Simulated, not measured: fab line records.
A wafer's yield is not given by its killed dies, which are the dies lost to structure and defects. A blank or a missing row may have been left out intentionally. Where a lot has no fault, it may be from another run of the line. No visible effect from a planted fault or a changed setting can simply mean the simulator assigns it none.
Split-lot study + flow n5 finfet + on a route of 1938 steps: 7 lots, 39 wafers read

== THE SPLIT ==
At N5_BEOL_M8_ILD_DEP_00 (deposits SiCOH lowk from DEMS/porogen, target thk 179.75 nm, time 33.4 s), the setting target thk a was moved away from the recipe's 1797.5 angstrom on 9 of the 39 wafers read, by -35.9% to +34.9%. This setting was run at the recipe's value on the other wafers.

== FROM SPLIT TO READING: 1 step shown by the file between the two ==
- N5_BEOL_M8_CURE_74: cures SiCOH lowk, time 240 s

== THE READING ==
M8_ILD_THK in nanometres, read at N5_BEOL_M8_THK_MEAS_01. Fault-free wafers of this fab line usually give 155.7 nm, standard deviation 2.5 nm.

| wafer  | tool, chamber at the split | target thk a as run, angstrom | against the recipe | M8_ILD_THK, nm | against lot-mates on the recipe |
|--------|----------------------------|-------------------------------|--------------------|----------------|---------------------------------|
| L074.1 | pecvd-04, 0                | 1152                          | -35.9%             | 97.6           | -56.7                           |
| L074.2 | pecvd-04, 2                | 1797.5                        | recipe             | 154.6          | -                               |
| L074.3 | pecvd-04, 1                | 1797.5                        | recipe             | 151.5          | -                               |
| L074.4 | pecvd-04, 2                | 1152                          | -35.9%             | 98.9           | -55.4                           |
| L074.5 | pecvd-04, 1                | 1152                          | -35.9%             | 97.3           | -57.0                           |
| L074.6 | pecvd-04, 0                | 1797.5                        | recipe             | 156.8          | -                               |
| L077.1 | pecvd-01, 1                | 1797.5                        | recipe             | 157.8          | -                               |
| L077.2 | pecvd-01, 0                | 2364                          | +31.5%             | 204.1          | +46.5                           |
| L077.3 | pecvd-01, 2                | 1797.5                        | recipe             | 156.4          | -                               |
| L077.4 | pecvd-01, 2                | 1797.5                        | recipe             | 158.6          | -                               |
| L077.5 | pecvd-01, 1                | 2364                          | +31.5%             | 210.3          | +52.7                           |
| L077.6 | pecvd-01, 0                | 2364                          | +31.5%             | 207.7          | +50.1                           |
| L081.1 | pecvd-04, 2                | 1797.5                        | recipe             | 152.8          | -                               |
| L081.2 | pecvd-04, 1                | 1797.5                        | recipe             | 153.3          | -                               |
| L081.4 | pecvd-04, 0                | 1797.5                        | recipe             | 156.7          | -                               |
| L079.1 | pecvd-03, 1                | 1797.5                        | recipe             | 153.5          | -                               |
| L079.2 | pecvd-03, 0                | 1797.5                        | recipe             | 153.5          | -                               |
| L079.3 | pecvd-03, 2                | 1797.5                        | recipe             | 155.3          | -                               |
| L079.4 | pecvd-03, 0                | 1797.5                        | recipe             | 153.1          | -                               |
| L079.5 | pecvd-03, 1                | 1797.5                        | recipe             | 157.2          | -                               |
| L079.6 | pecvd-03, 2                | 1797.5                        | recipe             | 156.2          | -                               |
| L082.1 | pecvd-03, 2                | 1797.5                        | recipe             | 150.9          | -                               |
| L082.2 | pecvd-03, 1                | 1797.5                        | recipe             | 152.8          | -                               |
| L082.3 | pecvd-03, 0                | 1797.5                        | recipe             | 150.5          | -                               |
| L082.4 | pecvd-03, 0                | 1797.5                        | recipe             | 154.2          | -                               |
| L082.5 | pecvd-03, 2                | 1797.5                        | recipe             | 153.9          | -                               |
| L082.6 | pecvd-03, 1                | 1797.5                        | recipe             | 156.0          | -                               |
| L092.1 | pecvd-04, 0,1              | 1797.5                        | recipe             | 153.2          | -                               |
| L092.2 | pecvd-04, 2                | 1797.5                        | recipe             | 153.7          | -                               |
| L092.3 | pecvd-04, 0,1              | 1797.5                        | recipe             | 153.3          | -                               |
| L092.4 | pecvd-04, 0                | 1797.5                        | recipe             | 157.2          | -                               |
| L092.5 | pecvd-04, 1                | 1797.5                        | recipe             | 155.3          | -                               |
| L092.6 | pecvd-04, 2                | 1797.5                        | recipe             | 157.7          | -                               |
| L096.1 | pecvd-03, 0                | 2425                          | +34.9%             | 207.5          | +53.7                           |
| L096.2 | pecvd-03, 2                | 1797.5                        | recipe             | 152.2          | -                               |
| L096.3 | pecvd-03, 1                | 2425                          | +34.9%             | 209.9          | +56.1                           |
| L096.4 | pecvd-03, 0                | 1797.5                        | recipe             | 155.2          | -                               |
| L096.5 | pecvd-03, 1                | 2425                          | +34.9%             | 212.1          | +58.3                           |
| L096.6 | pecvd-03, 2                | 1797.5                        | recipe             | 153.9          | -                               |
The file does not say which wafer passed through which chamber wherever a row lists several chambers: such a row stands for several wafers.

THE FIT
A straight line over all 39 wafers: M8_ILD_THK changes by +1.61 nm for each +1% of target thk a; r = +1.00; the points scatter about the line by 2.2 nm.
The same after taking each lot's own level away (the mean of its wafers on the recipe; 39 wafers): +1.58 nm for each +1%; r = +1.00; scatter 1.8 nm.
On that fit, the largest move of target thk a shifts the reading by 57 nm.
Measured against the standard deviation above, the lots' own levels, which go from 153.05 to 157.60 nm, span 1.8 times it.
The two slopes are in agreement: the lot-to-lot level therefore moves the slope only a little.
Check: -56.8 nm against its lot-mates is what the line predicts for one of the wafers moved furthest among these (-35.9%) when that wafer is left out of the fit. Against them it came out at -56.7 nm.

== ADDITIONAL SPLITS CARRIED BY THESE WAFERS ==
Before the reading, these wafers also passed through other splits. Each is held against what the fit with the lots' levels taken away leaves over:
| other split on the same wafers | wafers away from the commonest value | r with M8_ILD_THK (lot level and that fit taken away) |
|--------------------------------|--------------------------------------|-------------------------------------------------------|
| N5_BEOL_M1_ILD_DEP_00 time s   | 15                                   | +0.16                                                 |
| N5_BEOL_M4_DESCUM_16 time s    | 12                                   | -0.10                                                 |

== THE WHOLE CHAIN: every reading that the file lists as answering this split, in the file's order ==
| step                   | what it does                                                             | reading                                                                                  | change (the file's fit)              | r (the file's) |
|------------------------|--------------------------------------------------------------------------|------------------------------------------------------------------------------------------|--------------------------------------|----------------|
| N5_BEOL_M8_ILD_DEP_00  | deposits SiCOH lowk from DEMS/porogen, target thk 179.75 nm, time 33.4 s | SiCOH_lowk_of_BEOL_M8_ILD_DEP_00.thk nm (the simulator's own value, which no gauge read) | +1.82 nm for each +1% of the setting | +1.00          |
| N5_BEOL_M8_CURE_74     | cures SiCOH lowk, time 240 s                                             | SiCOH_lowk_of_BEOL_M8_ILD_DEP_00.thk nm (the simulator's own value, which no gauge read) | +1.59 nm for each +1% of the setting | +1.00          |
| N5_BEOL_M8_THK_MEAS_01 |                                                                          | M8_ILD_THK                                                                               | +1.58 for each +1% of the setting    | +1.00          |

== THE FILE'S OWN FIT ==
M8_ILD_THK changes by +1.58 nm for each +1% of target thk a, r = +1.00.
